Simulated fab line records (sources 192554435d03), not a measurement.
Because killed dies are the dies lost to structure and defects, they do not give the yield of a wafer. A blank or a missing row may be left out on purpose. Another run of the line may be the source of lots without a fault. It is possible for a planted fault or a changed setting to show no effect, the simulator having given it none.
Chamber matching    flow n5_finfet    3 sister chambers for N5_FIN_SAQP_PECVD_06 on pecvd-03
The step deposits a-Si from SiH4/He, target thk 60 nm, time 48.1 s. 14 wafers are shown with their chamber, then 7 later ones without.

EACH WAFER AND ITS CHAMBER
wafer   chamber  throttle_valve_pct (%)  showerhead_plenum_p_Torr (Torr)  heater_power_w (W)
L077.1  1        20.3                    5.598                            816
L077.2  0        18.0                    5.662                            780
L077.5  1        20.4                    5.610                            681
L082.1  2        16.6                    5.683                            729
L082.2  1        20.2                    5.610                            775
L082.6  0        17.9                    5.662                            791
L088.1  2        16.7                    5.692                            758
L088.3  0        18.1                    5.647                            772
L088.6  0        18.0                    5.658                            750
L090.2  1        20.5                    5.601                            793
L090.5  1        20.4                    5.615                            788
L090.6  0        18.1                    5.665                            781
L091.4  1        20.5                    5.626                            771
L091.5  2        16.6                    5.687                            658

SIGNATURES, as means of the wafers listed above
reading                   chamber 0  chamber 1  chamber 2  scatter within a chamber
throttle_valve_pct        18.020     20.383     16.633     0.0968
showerhead_plenum_p_Torr  5.65880    5.61000    5.68733    0.00823
heater_power_w            774.80     770.67     715.00     39.5
Rule: for each reading, subtract the chamber's mean from the wafer's reading, divide by that reading's scatter and square the result; add these up over the readings and take the root, which gives the wafer's distance from the chamber. If the next closest chamber is less than 2 further off than the closest, the wafer can't be placed; otherwise it belongs to the closest. The scatter is the square root of a quotient: the sum, over the shown wafers, of each reading's squared deviation from its chamber's mean, divided by wafers minus chambers.

WAFERS WHOSE CHAMBER IS MISSING
wafer   throttle_valve_pct (%)  showerhead_plenum_p_Torr (Torr)  heater_power_w (W)
L091.6  18.2                    5.671                            776
L095.3  20.4                    5.617                            794
L095.4  20.4                    5.621                            805
L095.5  18.2                    5.654                            784
L097.1  16.8                    5.687                            726
L097.2  20.1                    5.610                            694
L097.6  17.1                    5.689                            728

WHICH CHAMBER EACH ONE RAN IN
wafer   from the rows above  in truth
L091.6  0                    0
L095.3  1                    1
L095.4  1                    1
L095.5  0                    0
L097.1  2                    2
L097.2  1                    1
L097.6  2                    2
7 of 7 placed correctly. From these rows, 0 cannot be placed. Number placed wrongly: 0.
